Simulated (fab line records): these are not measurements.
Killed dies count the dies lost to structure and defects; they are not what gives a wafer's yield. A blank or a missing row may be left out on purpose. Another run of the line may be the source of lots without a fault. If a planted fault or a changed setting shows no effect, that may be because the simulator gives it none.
Matching of chambers / flow nand harc / 4 sister chambers for NHARC_A_STAIRCASE_ETCH_444 on rie diel-02
The step etches the open film in C4F8/O2, target depth 10200 nm, time 3400 s. 22 wafers are shown with their chamber, then 11 later ones without.

## WAFERS PAIRED WITH THEIR CHAMBERS
wafer=L074.4; chamber=1; rf vpp V (V)=800; oes product au (a.u.)=0.943; chamber pressure mTorr (mTorr)=24.982
wafer=L074.5; chamber=3; rf vpp V (V)=801; oes product au (a.u.)=0.929; chamber pressure mTorr (mTorr)=24.953
wafer=L074.6; chamber=2; rf vpp V (V)=800; oes product au (a.u.)=0.921; chamber pressure mTorr (mTorr)=25.004
wafer=L075.2; chamber=2; rf vpp V (V)=801; oes product au (a.u.)=0.929; chamber pressure mTorr (mTorr)=24.992
wafer=L075.4; chamber=1; rf vpp V (V)=798; oes product au (a.u.)=0.933; chamber pressure mTorr (mTorr)=25.017
wafer=L075.6; chamber=1; rf vpp V (V)=799; oes product au (a.u.)=0.944; chamber pressure mTorr (mTorr)=24.981
wafer=L081.1; chamber=0; rf vpp V (V)=803; oes product au (a.u.)=0.956; chamber pressure mTorr (mTorr)=25.010
wafer=L081.5; chamber=1; rf vpp V (V)=799; oes product au (a.u.)=0.949; chamber pressure mTorr (mTorr)=25.001
wafer=L081.6; chamber=0; rf vpp V (V)=804; oes product au (a.u.)=0.958; chamber pressure mTorr (mTorr)=25.007
wafer=L081.2; chamber=1; rf vpp V (V)=799; oes product au (a.u.)=0.967; chamber pressure mTorr (mTorr)=25.007
wafer=L081.3; chamber=2; rf vpp V (V)=799; oes product au (a.u.)=0.950; chamber pressure mTorr (mTorr)=25.001
wafer=L081.4; chamber=3; rf vpp V (V)=802; oes product au (a.u.)=0.949; chamber pressure mTorr (mTorr)=24.993
wafer=L083.1; chamber=3; rf vpp V (V)=800; oes product au (a.u.)=0.943; chamber pressure mTorr (mTorr)=24.961
wafer=L083.2; chamber=2; rf vpp V (V)=800; oes product au (a.u.)=0.950; chamber pressure mTorr (mTorr)=25.023
wafer=L083.5; chamber=0; rf vpp V (V)=804; oes product au (a.u.)=0.947; chamber pressure mTorr (mTorr)=24.990
wafer=L087.1; chamber=1; rf vpp V (V)=800; oes product au (a.u.)=0.966; chamber pressure mTorr (mTorr)=25.006
wafer=L087.4; chamber=3; rf vpp V (V)=800; oes product au (a.u.)=0.929; chamber pressure mTorr (mTorr)=25.018
wafer=L087.5; chamber=3; rf vpp V (V)=801; oes product au (a.u.)=0.940; chamber pressure mTorr (mTorr)=25.018
wafer=L087.2; chamber=0; rf vpp V (V)=804; oes product au (a.u.)=0.952; chamber pressure mTorr (mTorr)=25.007
wafer=L087.3; chamber=2; rf vpp V (V)=798; oes product au (a.u.)=0.936; chamber pressure mTorr (mTorr)=24.955
wafer=L087.6; chamber=0; rf vpp V (V)=804; oes product au (a.u.)=0.955; chamber pressure mTorr (mTorr)=25.009
wafer=L090.1; chamber=3; rf vpp V (V)=801; oes product au (a.u.)=0.928; chamber pressure mTorr (mTorr)=24.997

SIGNATURES (means of the wafers above)
reading=rf vpp V; chamber 0=803.80; chamber 1=799.17; chamber 2=799.60; chamber 3=800.83; scatter within a chamber=0.805
reading=oes product au; chamber 0=0.95360; chamber 1=0.95033; chamber 2=0.93720; chamber 3=0.93633; scatter within a chamber=0.0107
reading=chamber pressure mTorr; chamber 0=25.00460; chamber 1=24.99900; chamber 2=24.99500; chamber 3=24.99000; scatter within a chamber=0.0206
Rule: for each reading, subtract the chamber's mean from the wafer's reading, divide by that reading's scatter and square the result; add these up over the readings and take the root, which gives the wafer's distance from the chamber. If the next closest chamber is less than 2 further off than the closest, the wafer can't be placed; otherwise it belongs to the closest. The scatter: take each reading less its chamber's mean, square it, sum over the shown wafers, divide by the number of wafers less the number of chambers, and take the root.

## WAFERS MISSING THEIR CHAMBER
wafer=L090.3; rf vpp V (V)=799; oes product au (a.u.)=0.919; chamber pressure mTorr (mTorr)=25.010
wafer=L090.5; rf vpp V (V)=799; oes product au (a.u.)=0.913; chamber pressure mTorr (mTorr)=24.991
wafer=L092.2; rf vpp V (V)=799; oes product au (a.u.)=0.913; chamber pressure mTorr (mTorr)=24.969
wafer=L092.3; rf vpp V (V)=801; oes product au (a.u.)=0.921; chamber pressure mTorr (mTorr)=25.007
wafer=L092.6; rf vpp V (V)=799; oes product au (a.u.)=0.932; chamber pressure mTorr (mTorr)=24.979
wafer=L094.2; rf vpp V (V)=803; oes product au (a.u.)=0.929; chamber pressure mTorr (mTorr)=24.993
wafer=L094.3; rf vpp V (V)=800; oes product au (a.u.)=0.927; chamber pressure mTorr (mTorr)=24.974
wafer=L094.4; rf vpp V (V)=802; oes product au (a.u.)=0.916; chamber pressure mTorr (mTorr)=25.017
wafer=L093.1; rf vpp V (V)=804; oes product au (a.u.)=0.931; chamber pressure mTorr (mTorr)=25.012
wafer=L093.3; rf vpp V (V)=799; oes product au (a.u.)=0.936; chamber pressure mTorr (mTorr)=24.975
wafer=L093.4; rf vpp V (V)=799; oes product au (a.u.)=0.929; chamber pressure mTorr (mTorr)=25.001

## CHAMBER TAKEN BY EACH
wafer=L090.3; from the rows above=can't be placed: 2 or 3 or 1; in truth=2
wafer=L090.5; from the rows above=can't be placed: 2 or 3 or 1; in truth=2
wafer=L092.2; from the rows above=can't be placed: 2 or 3 or 1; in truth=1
wafer=L092.3; from the rows above=can't be placed: 3 or 2 or 1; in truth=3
wafer=L092.6; from the rows above=can't be placed: 2 or 1 or 3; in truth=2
wafer=L094.2; from the rows above=can't be placed: 0 or 3 or 2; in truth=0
wafer=L094.3; from the rows above=can't be placed: 2 or 3 or 1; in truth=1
wafer=L094.4; from the rows above=can't be placed: 3 or 2 or 0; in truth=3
wafer=L093.1; from the rows above=can't be placed: 0 or 3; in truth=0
wafer=L093.3; from the rows above=can't be placed: 2 or 1 or 3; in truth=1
wafer=L093.4; from the rows above=can't be placed: 2 or 1 or 3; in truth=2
Placed correctly: 0 of 11. From these rows, 11 cannot be placed; in 11 the true chamber is one of the candidates. 0 placed wrongly.
